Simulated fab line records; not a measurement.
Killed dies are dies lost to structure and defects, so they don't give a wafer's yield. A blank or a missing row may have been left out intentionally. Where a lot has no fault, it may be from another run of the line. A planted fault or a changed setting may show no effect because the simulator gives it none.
fab line records	flow nand-harc
[record] lots = 24	wafers = 72	last-day = 33
route steps=1302 shown A_M0@1159 A_M1@1179 A_BONDPAD@1220 HYBRID_BOND@1242 THIN_TSV@1250
lots that met no fault: taken from a fault-free run of the same line
start-h: start of the lot's first displayed wafer, in hours after the record's first day	wait-h: hours since the lot's step before	" identical to the entry in the row above	L1.1+2: a row that stands for several wafers	- value missing, or start not given	* or withheld: withheld	< > ~ a bound
route shown NAME@n: NAME is a module with steps in the file, n the number in the route of the first one	usual: average and standard deviation across the fault-free wafers	same: alike in all rows	chamber/n: place in a boat	sites: the reading at each site	_std_site: standard deviation of those values	_edge_site: outer sites' mean less inner sites'	radius-mm: how far each site lies from the wafer's centre	mask NAME#n: copy n	behind: the last tool/chamber to shape the wafer	hold: cause of the lot's hold/its duration in hours/its outcome	device: the n, p or np transistor that did not switch	end of line: the tests these same wafers got at the end of their route	a step without rows: its recipe alone	killed: at the first sort, the dies lost to defects and structure; wafer yield is something else	map: per-die view of a wafer (x killed, . not killed, _ where there is no die)
set.NAME: the run value of the setting; set.NAME@STEP: its run value at that earlier step	model.NAME: the simulator's own value behind a step, which no gauge read
a sample of lots followed through the steps of the route, with each step as a table and each wafer as a row
services: from which hour (start-h, from the record's first day; less than 0 if before it) a tool's chamber was out of use, for how many hours, and why
[[steps]]
[step NHARC_A_M0_PVD_21]
[recipe] target-thk-a = 300	chamber-pressure-pa = 5	power-w = 5000	substrate-temp-c = 30	time-s = 20.49	material = Cu
[usual] chamber-pressure-pa = 5.000/0.011	throttle-valve-pct = 29.6/0.88
lot.wafer	tool	chamber	start-h	wait-h	chamber-pressure-pa	throttle-valve-pct
L074.2	pvd-sputter-02	-	-	-	4.996	29.8
L074.3	"	-	"	"	5.010	31.9
L074.5	"	-	"	"	5.014	28.7
L076.4	pvd-sputter-03	-	-	-	4.992	31.2
L076.2	"	-	"	"	5.001	30.0
L076.1	"	-	"	"	5.009	30.2
L077.4	pvd-sputter-03	-	-	-	5.012	31.2
L077.3	"	-	"	"	4.999	29.9
L077.5	"	-	"	"	5.002	30.3
L078.1	pvd-sputter-03	-	-	-	4.990	30.1
L078.3	"	-	"	"	4.998	31.3
L078.5	"	-	"	"	4.986	30.0
L075.2	pvd-sputter-02	-	-	-	5.004	29.6
L075.4	"	-	"	"	4.991	29.6
L075.5	"	-	"	"	5.011	29.2
L079.4	pvd-sputter-03	-	-	-	4.991	30.0
L079.1	"	-	"	"	4.984	30.3
L079.5	"	-	"	"	4.999	30.4
L080.2	pvd-sputter-02	-	-	-	5.004	29.5
L080.1	"	-	"	"	4.991	28.7
L080.6	"	-	"	"	5.007	29.4
L082.2	pvd-sputter-02	-	-	-	4.982	31.2
L082.4	"	-	"	"	5.006	29.4
L082.1	"	-	"	"	5.005	29.7
L081.3	pvd-sputter-02	-	-	-	5.003	28.7
L081.2	"	-	"	"	4.996	29.5
L081.6	"	-	"	"	5.001	29.8
L085.3	pvd-sputter-01	-	-	-	5.001	29.4
L085.5	"	-	"	"	4.994	29.0
L085.6	"	-	"	"	5.002	29.0
L084.2	pvd-sputter-01	-	-	-	5.013	29.4
L084.4	"	-	"	"	4.987	28.4
L084.6	"	-	"	"	4.989	28.6
L083.4	pvd-sputter-01	-	-	-	4.990	28.2
L083.3	"	-	"	"	5.004	28.8
L083.1	"	-	"	"	4.991	29.2
L086.3	pvd-sputter-02	-	-	-	5.013	30.4
L086.6	"	-	"	"	5.011	30.5
L086.5	"	-	"	"	5.012	28.8
L087.2	pvd-sputter-01	-	-	-	4.991	29.1
L087.4	"	-	"	"	4.997	28.4
L087.5	"	-	"	"	5.011	29.2
L088.3	pvd-sputter-01	-	-	-	5.017	29.0
L088.1	"	-	"	"	5.004	28.5
L088.5	"	-	"	"	5.008	29.0
L089.3	pvd-sputter-01	-	-	-	4.989	28.3
L089.6	"	-	"	"	5.029	28.3
L089.5	"	-	"	"	5.004	29.6
L090.3	pvd-sputter-02	-	-	-	5.004	29.9
L090.4	"	-	"	"	5.013	30.2
L090.1	"	-	"	"	4.998	29.2
L092.4	pvd-sputter-03	-	-	-	4.993	30.2
L092.1	"	-	"	"	5.014	30.3
L092.6	"	-	"	"	5.010	31.2
L091.2	pvd-sputter-01	-	-	-	4.986	28.8
L091.1	"	-	"	"	5.012	29.5
L091.6	"	-	"	"	5.011	29.4
L093.2	pvd-sputter-03	-	-	-	4.989	29.5
L093.1	"	-	"	"	4.999	30.9
L093.6	"	-	"	"	4.983	29.8
L094.2	pvd-sputter-01	-	-	-	4.992	29.0
L094.1	"	-	"	"	4.998	29.4
L094.6	"	-	"	"	4.995	28.3
L095.3	pvd-sputter-02	-	-	-	5.010	28.8
L095.5	"	-	"	"	4.991	28.6
L095.6	"	-	"	"	4.990	29.9
L096.2	pvd-sputter-01	-	-	-	5.008	28.8
L096.3	"	-	"	"	4.989	29.6
L096.5	"	-	"	"	4.979	29.5
L097.3	pvd-sputter-03	-	-	-	4.985	30.2
L097.4	"	-	"	"	5.019	30.6
L097.6	"	-	"	"	4.991	29.4
[step NHARC_A_M0_THK_MEAS_24]
[recipe] thk-meas-gauge = xrf
[usual] thk-nm = 114.1/1.6
lot.wafer	tool	chamber	start-h	wait-h	thk-nm
L074.2	film-metro-01	-	529.75	-	114.2
L074.3	"	-	"	"	114.8
L074.5	"	-	"	"	115.6
L076.1	film-metro-02	-	544.69	-	114.7
L076.2	"	-	"	"	111.4
L076.4	"	-	"	"	115.0
L077.3	film-metro-01	-	549.37	-	116.2
L077.4	"	-	"	"	112.9
L077.5	"	-	"	"	114.0
L078.1	film-metro-02	-	551.67	-	112.9
L078.3	"	-	"	"	113.6
L078.5	"	-	"	"	113.3
L075.2	film-metro-02	-	552.56	-	108.9
L075.4	"	-	"	"	111.9
L075.5	"	-	"	"	111.7
L079.1	film-metro-01	-	558.68	-	113.7
L079.4	"	-	"	"	112.8
L079.5	"	-	"	"	112.9
L080.1	film-metro-02	-	580.32	-	113.5
L080.2	"	-	"	"	113.9
L080.6	"	-	"	"	112.3
L082.1	film-metro-02	-	603.19	-	114.2
L082.2	"	-	"	"	117.0
L082.4	"	-	"	"	115.0
L081.2	film-metro-02	-	605.03	-	114.2
L081.3	"	-	"	"	112.7
L081.6	"	-	"	"	116.9
L085.3	film-metro-02	-	637.31	-	114.4
L085.5	"	-	"	"	114.7
L085.6	"	-	"	"	115.3
L084.2	film-metro-01	-	641.97	-	115.4
L084.4	"	-	"	"	114.2
L084.6	"	-	"	"	117.3
L083.1	film-metro-01	-	644.57	-	111.1
L083.3	"	-	"	"	113.3
L083.4	"	-	"	"	113.7
L086.3	film-metro-01	-	650.00	-	116.1
L086.5	"	-	"	"	115.9
L086.6	"	-	"	"	114.3
L087.2	film-metro-02	-	652.73	-	114.7
L087.4	"	-	"	"	117.5
L087.5	"	-	"	"	114.5
L088.1	film-metro-01	-	661.45	-	110.7
L088.3	"	-	"	"	115.7
L088.5	"	-	"	"	114.8
L089.3	film-metro-02	-	665.27	-	114.3
L089.5	"	-	"	"	116.0
L089.6	"	-	"	"	114.9
L090.1	film-metro-02	-	695.15	-	117.5
L090.3	"	-	"	"	114.3
L090.4	"	-	"	"	112.9
L092.1	film-metro-01	-	700.89	-	114.5
L092.4	"	-	"	"	112.1
L092.6	"	-	"	"	114.9
L091.1	film-metro-01	-	705.65	-	112.0
L091.2	"	-	"	"	115.8
L091.6	"	-	"	"	113.8
L093.1	film-metro-01	-	723.05	-	114.3
L093.2	"	-	"	"	111.0
L093.6	"	-	"	"	112.1
L094.1	film-metro-01	-	725.82	-	115.8
L094.2	"	-	"	"	116.7
L094.6	"	-	"	"	114.2
L095.3	film-metro-02	-	728.24	-	112.0
L095.5	"	-	"	"	115.2
L095.6	"	-	"	"	111.2
L096.2	film-metro-01	-	730.89	-	113.3
L096.3	"	-	"	"	116.4
L096.5	"	-	"	"	114.7
L097.3	film-metro-02	-	754.64	-	116.1
L097.4	"	-	"	"	117.8
L097.6	"	-	"	"	115.7
[step NHARC_A_M1_CD_MEAS_09]
[recipe] target-cd-nm = 120	landing-energy-ev = 500
[usual] cd-nm = 119.7/0.81
[same] landing-energy-ev = 500
lot.wafer	tool	chamber	start-h	wait-h	cd-nm
L074.2	cd-sem-02	0	531.30	-	120.1
L074.3	"	0	"	"	119.0
L074.5	"	0	"	"	118.8
L076.1	cd-sem-03	0	546.18	-	120.8
L076.2	"	0	"	"	121.7
L076.4	"	0	"	"	119.2
L077.3	cd-sem-02	0	550.93	-	119.5
L077.4	"	0	"	"	120.5
L077.5	"	0	"	"	121.2
L078.1	cd-sem-03	0	553.08	-	119.5
L078.3	"	0	"	"	120.2
L078.5	"	0	"	"	120.2
L075.2	cd-sem-03	0	554.09	-	119.3
L075.4	"	0	"	"	118.5
L075.5	"	0	"	"	119.2
L079.1	cd-sem-03	0	560.26	-	120.2
L079.4	"	0	"	"	119.2
L079.5	"	0	"	"	119.6
L080.1	cd-sem-02	0	581.86	-	119.5
L080.2	"	0	"	"	121.4
L080.6	"	0	"	"	121.3
L082.1	cd-sem-02	0	604.74	-	119.1
L082.2	"	0	"	"	120.1
L082.4	"	0	"	"	120.9
L081.2	cd-sem-03	0	606.59	-	117.9
L081.3	"	0	"	"	120.5
L081.6	"	0	"	"	119.6
L085.3	cd-sem-03	0	638.85	-	119.8
L085.5	"	0	"	"	120.3
L085.6	"	0	"	"	119.9
L084.2	cd-sem-01	0	643.55	-	119.8
L084.4	"	0	"	"	120.2
L084.6	"	0	"	"	120.1
L083.1	cd-sem-03	0	646.03	-	119.5
L083.3	"	0	"	"	119.6
L083.4	"	0	"	"	118.4
L086.3	cd-sem-03	0	651.56	-	118.6
L086.5	"	0	"	"	120.0
L086.6	"	0	"	"	120.4
L087.2	cd-sem-03	0	654.50	-	118.4
L087.4	"	0	"	"	120.2
L087.5	"	0	"	"	117.4
L088.1	cd-sem-02	0	662.88	-	119.1
L088.3	"	0	"	"	119.6
L088.5	"	0	"	"	120.2
L089.3	cd-sem-03	0	666.71	-	120.3
L089.5	"	0	"	"	119.3
L089.6	"	0	"	"	118.9
L090.1	cd-sem-03	0	696.84	-	120.5
L090.3	"	0	"	"	120.1
L090.4	"	0	"	"	119.9
L092.1	cd-sem-01	0	702.67	-	117.8
L092.4	"	0	"	"	119.8
L092.6	"	0	"	"	118.6
L091.1	cd-sem-01	0	707.37	-	121.1
L091.2	"	0	"	"	118.3
L091.6	"	0	"	"	120.1
L093.1	cd-sem-02	0	724.60	-	119.8
L093.2	"	0	"	"	119.3
L093.6	"	0	"	"	117.6
L094.1	cd-sem-01	0	727.27	-	120.8
L094.2	"	0	"	"	121.0
L094.6	"	0	"	"	120.8
L095.3	cd-sem-01	0	729.80	-	118.8
L095.5	"	0	"	"	118.9
L095.6	"	0	"	"	118.9
L096.2	cd-sem-02	0	732.47	-	119.0
L096.3	"	0	"	"	119.5
L096.5	"	0	"	"	119.9
L097.3	cd-sem-01	0	756.20	-	120.9
L097.4	"	0	"	"	120.3
L097.6	"	0	"	"	119.5
[step NHARC_A_BONDPAD_ETCH_12]
[recipe] target-depth-a = 2200	time-s = 110	chf3-flow-sccm = 50	o2-flow-sccm = 10	ar-flow-sccm = 200	rf-w = 500	bias-w = 200	chemistry = CHF3/O2
[usual] drypump-motor-current-A = 5.5/0.41	oes-product-au = 0.939/0.018	rf-vpp-V = 370.7/2.2	showerhead-plenum-p-Torr = 2.41/0.097	throttle-valve-pct = 20.573/0.0084
lot.wafer	tool	chamber	start-h	wait-h	drypump-motor-current-A	oes-product-au	rf-hours-counter-h	rf-vpp-V	showerhead-plenum-p-Torr	throttle-valve-pct
L074.3	rie-diel-09	0	-	-	5.6	0.970	1	368.7	2.31	20.572
L074.2	"	1	"	"	5.0	0.960	1	371.0	2.46	20.573
L074.5	"	3	"	"	5.3	0.954	-	374.1	2.55	20.571
L076.2	rie-diel-09	1	-	-	5.0	0.951	1	371.9	2.46	20.562
L076.4	"	2	"	"	6.0	0.964	1	368.4	2.29	20.573
L076.1	"	3	"	"	5.3	0.970	2	373.7	2.55	20.569
L077.3	rie-diel-09	3	-	-	5.3	0.919	2	375.3	2.55	20.565
L077.4	"	1	"	"	5.0	0.914	1	372.1	2.46	20.573
L077.5	"	0	"	"	5.6	0.921	-	368.0	2.31	20.570
L078.1	rie-diel-09	0	-	-	5.6	0.937	2	369.0	2.31	20.599
L078.3	"	3	"	"	5.3	0.945	2	374.1	2.55	20.575
L078.5	"	0	"	"	5.6	0.957	-	367.2	2.31	20.582
L075.4	rie-diel-09	3	-	-	5.3	0.968	2	373.5	2.55	20.567
L075.2	"	0	"	"	5.6	0.944	2	369.2	2.31	20.569
L075.5	"	0	"	"	5.6	0.947	-	368.5	2.31	20.593
L079.4	rie-diel-09	3	-	-	5.3	0.954	2	373.5	2.55	20.573
L079.1	"	0	"	"	5.6	0.953	2	368.9	2.31	20.579
L079.5	"	1	"	"	5.0	0.954	-	372.6	2.46	20.563
L080.1	rie-diel-09	2	-	-	6.0	0.933	2	368.8	2.29	20.585
L080.2	"	0	"	"	5.6	0.953	2	368.6	2.31	20.564
L080.6	"	2	"	"	6.0	0.931	-	367.7	2.29	20.564
L082.2	rie-diel-09	3	-	-	5.3	0.955	3	373.6	2.55	20.569
L082.1	"	0	"	"	5.6	0.946	3	368.1	2.31	20.565
L082.4	"	1	"	"	5.0	0.955	2	373.8	2.46	20.580
L081.3	rie-diel-09	0	-	-	5.6	0.950	3	368.9	2.31	20.577
L081.2	"	3	"	"	5.3	0.965	3	374.5	2.55	20.569
L081.6	"	0	"	"	5.6	0.949	-	367.7	2.31	20.582
L085.3	rie-diel-09	0	-	-	5.6	0.932	3	370.4	2.31	20.566
L085.5	"	2	"	"	6.0	0.903	-	367.0	2.29	20.561
L085.6	"	3	"	"	5.3	0.928	-	373.1	2.55	20.576
L084.4	rie-diel-01	2	-	-	6.4	0.923	15	372.2	2.52	20.572
L084.2	"	3	"	"	5.5	0.945	15	370.9	2.41	20.576
L084.6	"	0	"	"	5.4	0.937	-	371.2	2.43	20.594
L083.1	rie-diel-01	1	-	-	5.1	0.926	18	372.6	2.50	20.565
L083.4	"	2	"	"	6.4	0.920	15	373.1	2.52	20.558
L083.3	"	3	"	"	5.5	0.942	15	372.0	2.41	20.571
L086.3	rie-diel-09	3	-	-	5.3	0.936	5	372.6	2.55	20.586
L086.5	"	3	"	"	5.3	0.937	-	372.4	2.55	20.571
L086.6	"	0	"	"	5.6	0.936	-	368.6	2.31	20.568
L087.2	rie-diel-09	1	-	-	5.0	0.946	4	370.6	2.46	20.565
L087.4	"	3	"	"	5.3	0.974	5	373.4	2.55	20.578
L087.5	"	0	"	"	5.6	0.974	-	366.4	2.31	20.581
L088.3	rie-diel-09	0	-	-	5.6	0.981	5	367.3	2.31	20.582
L088.1	"	3	"	"	5.3	0.988	5	373.3	2.55	20.584
L088.5	"	0	"	"	5.6	0.983	-	368.1	2.31	20.579
L089.3	rie-diel-09	2	-	-	6.0	0.906	5	368.0	2.29	20.576
L089.5	"	1	"	"	5.0	0.918	-	373.2	2.46	20.584
L089.6	"	2	"	"	6.0	0.912	-	367.7	2.29	20.578
L090.3	rie-diel-09	2	-	-	6.0	0.961	0	368.5	2.29	20.575
L090.1	"	3	"	"	5.3	0.960	0	374.6	2.55	20.575
L090.4	"	0	"	"	5.6	0.982	0	368.4	2.31	20.581
L092.4	rie-diel-01	3	-	-	5.5	0.936	25	369.7	2.40	20.584
L092.1	"	0	"	"	5.4	0.917	26	370.8	2.43	20.569
L092.6	"	1	"	"	5.1	0.933	-	372.1	2.49	20.562
L091.2	rie-diel-09	0	-	-	5.6	0.940	0	368.5	2.31	20.578
L091.1	"	1	"	"	5.0	0.931	0	372.1	2.46	20.580
L091.6	"	0	"	"	5.6	0.954	-	369.0	2.31	20.572
L093.2	rie-diel-01	2	-	-	6.4	0.916	29	371.9	2.52	20.573
L093.1	"	3	"	"	5.5	0.948	29	370.9	2.40	20.567
L093.6	"	2	"	"	6.4	0.918	-	373.4	2.52	20.570
L094.1	rie-diel-01	0	-	-	5.4	0.927	30	370.7	2.42	20.563
L094.2	"	1	"	"	5.1	0.913	32	372.3	2.49	20.574
L094.6	"	3	"	"	5.5	0.934	-	369.4	2.40	20.575
L095.3	rie-diel-09	1	-	-	5.0	0.934	1	372.5	2.46	20.555
L095.6	"	0	"	"	5.6	0.946	-	367.6	2.31	20.574
L095.5	"	1	"	"	5.0	0.929	-	371.6	2.46	20.572
L096.3	rie-diel-12	1	-	-	6.3	0.935	33	369.4	2.36	20.575
L096.2	"	3	"	"	5.1	0.916	28	369.9	2.40	20.578
L096.5	"	1	"	"	6.3	0.936	-	370.1	2.36	20.563
L097.3	rie-diel-09	0	-	-	5.6	0.919	2	368.8	2.31	20.585
L097.4	"	1	"	"	5.0	0.910	1	371.6	2.46	20.579
L097.6	"	2	"	"	6.0	0.908	-	368.1	2.29	20.572
[step NHARC_HYBRID_BOND_OVL_MEAS_05]
[usual] overlay-x-nm = -1/34	overlay-y-nm = 1/33
lot.wafer	tool	chamber	start-h	wait-h	overlay-x-nm	overlay-y-nm
L074.2	overlay-02	-	548.90	0.4	40	-11
L074.3	"	-	"	"	9	-2
L074.5	"	-	"	"	28	26
L076.1	overlay-01	-	563.12	0.4	-42	28
L076.2	"	-	"	"	-14	27
L076.4	"	-	"	"	-7	-10
L077.3	overlay-02	-	568.62	0.4	-32	-30
L077.4	"	-	"	"	-22	-16
L077.5	"	-	"	"	1	-25
L075.2	overlay-02	-	568.64	0.4	-63	-16
L075.4	"	-	"	"	36	2
L075.5	"	-	"	"	5	48
L078.1	overlay-01	-	568.64	0.4	31	-24
L078.3	"	-	"	"	-18	-42
L078.5	"	-	"	"	-27	50
L079.1	overlay-02	-	579.60	0.4	3	42
L079.4	"	-	"	"	-36	22
L079.5	"	-	"	"	10	40
L080.1	overlay-01	-	598.96	0.4	-43	33
L080.2	"	-	"	"	-18	27
L080.6	"	-	"	"	21	-47
L082.1	overlay-02	-	622.91	0.4	-61	-1
L082.2	"	-	"	"	19	46
L082.4	"	-	"	"	-40	23
L081.2	overlay-01	-	622.91	0.4	-29	-26
L081.3	"	-	"	"	-52	-23
L081.6	"	-	"	"	2	9
L085.3	overlay-01	-	655.77	0.4	-11	65
L085.5	"	-	"	"	97	-8
L085.6	"	-	"	"	62	-30
L083.1	overlay-02	-	660.51	0.4	13	-2
L083.3	"	-	"	"	98	-54
L083.4	"	-	"	"	12	27
L084.2	overlay-01	-	660.51	0.4	46	-29
L084.4	"	-	"	"	20	21
L084.6	"	-	"	"	6	28
L087.2	overlay-02	-	668.55	0.4	25	-60
L087.4	"	-	"	"	-7	17
L087.5	"	-	"	"	-11	24
L086.3	overlay-01	-	668.55	0.4	-54	-32
L086.5	"	-	"	"	-9	-2
L086.6	"	-	"	"	39	-54
L088.1	overlay-02	-	684.15	0.4	-38	-17
L088.3	"	-	"	"	-19	2
L088.5	"	-	"	"	54	-52
L089.3	overlay-01	-	684.16	0.4	26	-19
L089.5	"	-	"	"	6	-5
L089.6	"	-	"	"	-50	-19
L090.1	overlay-01	-	713.90	0.4	-26	-41
L090.3	"	-	"	"	-11	-23
L090.4	"	-	"	"	51	8
L092.1	overlay-02	-	720.05	0.4	43	23
L092.4	"	-	"	"	20	72
L092.6	"	-	"	"	42	9
L091.1	overlay-02	-	727.97	0.4	12	-2
L091.2	"	-	"	"	-49	4
L091.6	"	-	"	"	14	33
L094.1	overlay-02	-	741.43	0.4	23	-26
L094.2	"	-	"	"	11	-39
L094.6	"	-	"	"	-27	-2
L093.1	overlay-01	-	741.43	0.4	-39	-21
L093.2	"	-	"	"	13	18
L093.6	"	-	"	"	17	64
L095.3	overlay-02	-	753.18	0.4	22	36
L095.5	"	-	"	"	42	-4
L095.6	"	-	"	"	-8	-17
L096.2	overlay-02	-	753.19	0.4	30	-2
L096.3	"	-	"	"	24	-7
L096.5	"	-	"	"	-2	-78
L097.3	overlay-02	-	775.35	0.4	11	2
L097.4	"	-	"	"	-1	-11
L097.6	"	-	"	"	-52	-73
[step NHARC_THIN_TSV_DEP_43]
[recipe] target-thk-a = 13285	temp-c = withheld	pressure-torr = 6.5	rf-w = 900	teos-flow-sccm = 161.4	flow-sccm = 2650	target-thk-nm = 1328.5	gas = O2	material = SiO2
[usual] showerhead-vpp-V = 1804/94	throttle-valve-pct = 15.8/0.45
lot.wafer	tool	chamber	start-h	wait-h	showerhead-vpp-V	throttle-valve-pct
L074.2	pecvd-01	1	550.85	-	1824	15.3
L074.3	"	0	"	"	1901	16.5
L074.5	"	2	"	"	1738	15.9
L076.2	pecvd-02	1	567.23	-	1789	16.0
L076.1	"	2	"	"	1792	15.5
L076.4	"	0	"	"	1686	16.6
L077.3	pecvd-02	2	570.68	-	1760	15.5
L077.4	"	2	"	"	1785	15.7
L077.5	"	1	"	"	1817	15.9
L075.2	pecvd-01	1	571.82	-	1788	15.3
L075.4	"	2	"	"	1752	15.8
L075.5	"	1	"	"	1765	15.1
L078.3	pecvd-02	1	572.95	-	1856	16.2
L078.1	"	2	"	"	1775	15.5
L078.5	"	2	"	"	1771	15.2
L079.1	pecvd-01	2	581.55	-	1768	16.0
L079.5	"	1	"	"	1790	15.3
L079.4	"	2	"	"	1752	15.7
L080.1	pecvd-01	2	600.87	-	1736	16.1
L080.2	"	0	"	"	1955	16.4
L080.6	"	2	"	"	1769	15.9
L082.2	pecvd-02	2	624.83	-	1774	15.7
L082.1	"	1	"	"	1830	15.7
L082.4	"	2	"	"	1765	15.6
L081.3	pecvd-02	2	626.03	-	1796	15.7
L081.2	"	1	"	"	1804	15.5
L081.6	"	2	"	"	1780	15.7
L085.3	pecvd-02	1	657.68	-	1859	15.8
L085.5	"	1	"	"	1832	15.7
L085.6	"	0	"	"	1626	16.1
L084.2	pecvd-02	0	662.45	-	1652	16.2
L084.6	"	2	"	"	1798	15.5
L084.4	"	1	"	"	1827	15.5
L083.1	pecvd-02	0	663.61	-	1668	16.3
L083.3	"	2	"	"	1782	15.9
L083.4	"	2	"	"	1798	15.6
L087.2	pecvd-02	0	670.68	-	1699	16.3
L087.5	"	1	"	"	1881	15.8
L087.4	"	2	"	"	1809	15.5
L086.3	pecvd-02	2	671.76	-	1775	16.0
L086.5	"	1	"	"	1815	15.8
L086.6	"	2	"	"	1786	15.8
L088.3	pecvd-04	2	686.05	-	1806	15.3
L088.1	"	0	"	"	2032	15.5
L088.5	"	2	"	"	1803	15.3
L089.3	pecvd-01	2	687.26	-	1766	15.7
L089.6	"	2	"	"	1752	15.9
L089.5	"	1	"	"	1787	15.6
L090.1	pecvd-04	2	715.87	-	1792	15.5
L090.3	"	0	"	"	2000	15.3
L090.4	"	1	"	"	1797	14.5
L092.1	pecvd-01	1	722.03	-	1791	15.5
L092.6	"	0	"	"	1894	16.3
L092.4	"	2	"	"	1758	15.7
L091.2	pecvd-04	1	729.90	-	1854	14.7
L091.1	"	2	"	"	1786	15.6
L091.6	"	1	"	"	1822	15.0
L094.1	pecvd-02	1	745.76	-	1846	15.7
L094.2	"	2	"	"	1800	16.0
L094.6	"	2	"	"	1815	15.8
L093.1	pecvd-01	1	746.97	-	1807	15.6
L093.2	"	2	"	"	1745	15.7
L093.6	"	0	"	"	1905	16.5
L095.3	pecvd-04	1	755.14	-	1839	15.0
L095.5	"	0	"	"	2019	15.4
L095.6	"	1	"	"	1824	14.8
L096.2	pecvd-02	1	756.28	-	1820	15.7
L096.3	"	0	"	"	1675	15.9
L096.5	"	1	"	"	1861	15.7
L097.3	pecvd-04	0	777.30	-	2036	15.5
L097.6	"	2	"	"	1785	15.5
L097.4	"	0	"	"	2015	15.4
[[services]]
tool	chamber	start-h	hours	kind
pvd-sputter-03	-	512.57	1.9	repair
pvd-sputter-01	-	520.42	14.4	repair
pvd-sputter-03	-	526.00	10.0	pm
pvd-sputter-01	-	546.09	9.0	repair
pvd-sputter-01	-	563.32	2.0	repair
pvd-sputter-01	-	570.16	1.2	repair
pvd-sputter-01	-	582.62	10.0	pm
pecvd-02	-	589.38	13.0	pm
pecvd-01	-	608.61	1.6	repair
pvd-sputter-02	-	638.02	10.0	pm
pecvd-02	-	648.22	0.3	repair
pvd-sputter-01	-	648.59	1.1	repair
pvd-sputter-03	-	656.98	9.4	repair
pvd-sputter-02	-	663.24	1.0	repair
rie-diel-09	-	674.25	9.0	pm
pvd-sputter-01	-	678.05	0.8	repair
rie-diel-09	3	707.98	6.0	repair
rie-diel-09	-	723.86	0.9	repair
rie-diel-09	1	728.83	4.3	repair
pvd-sputter-01	-	748.82	4.2	repair
rie-diel-09	1	751.85	1.3	repair
pvd-sputter-01	-	755.51	3.6	repair
pvd-sputter-01	-	762.55	10.0	pm
pecvd-02	-	770.38	13.0	pm
[[key]]
fault none
